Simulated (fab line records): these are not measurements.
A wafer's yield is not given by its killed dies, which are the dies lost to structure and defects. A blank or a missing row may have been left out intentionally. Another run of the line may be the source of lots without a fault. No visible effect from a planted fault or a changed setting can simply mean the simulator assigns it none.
Matching of chambers || flow nand_harc || NHARC_A_CONTACT_CMP_20 on cmp-02 has 4 sister chambers
The step polishes, t overpolish 30 s, target thk 300 nm. 4 wafers are shown with their chamber, then 7 later ones without.

WAFERS PAIRED WITH THEIR CHAMBERS
{"wafer": "L507.4", "chamber": 3, "motor_current_A (A)": 10.6}
{"wafer": "L507.5", "chamber": 1, "motor_current_A (A)": 12.2}
{"wafer": "L520.1", "chamber": 0, "motor_current_A (A)": 11.0}
{"wafer": "L520.4", "chamber": 2, "motor_current_A (A)": 11.0}

WAFERS MISSING THEIR CHAMBER
{"wafer": "L520.6", "motor_current_A (A)": 10.8}
{"wafer": "L521.1", "motor_current_A (A)": 11.2}
{"wafer": "L521.2", "motor_current_A (A)": 10.0}
{"wafer": "L521.4", "motor_current_A (A)": 12.2}
{"wafer": "L522.3", "motor_current_A (A)": 11.7}
{"wafer": "L522.5", "motor_current_A (A)": 11.2}
{"wafer": "L522.6", "motor_current_A (A)": 10.9}

WHICH CHAMBER EACH ONE RAN IN
{"wafer": "L520.6", "from the rows above": "can't be placed: 0 or 2 or 3", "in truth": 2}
{"wafer": "L521.1", "from the rows above": "can't be placed: 0 or 2 or 3", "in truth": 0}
{"wafer": "L521.2", "from the rows above": "can't be placed: 3 or 0 or 2", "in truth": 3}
{"wafer": "L521.4", "from the rows above": 1, "in truth": 1}
{"wafer": "L522.3", "from the rows above": "can't be placed: 1 or 0 or 2 or 3", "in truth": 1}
{"wafer": "L522.5", "from the rows above": "can't be placed: 0 or 2 or 3", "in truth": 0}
{"wafer": "L522.6", "from the rows above": "can't be placed: 0 or 2 or 3", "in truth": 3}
Correct placement for 1 of the 7. These rows do not allow placing 6 (true chamber among the candidates in 6). 0 placed wrongly.
How it was worked out, from the rows above alone: a wafer's distance from a chamber is the root of the sum, over the readings, of the square of ((its reading less the chamber's mean) divided by the reading's scatter). The wafer belongs to the nearest chamber; if the next one is less than 2 further off, it can't be placed. Each chamber's mean is taken over the wafers shown for it. The scatter: root of mean squared gap, hidden wafer to nearest shown wafer, with one shown wafer a chamber.
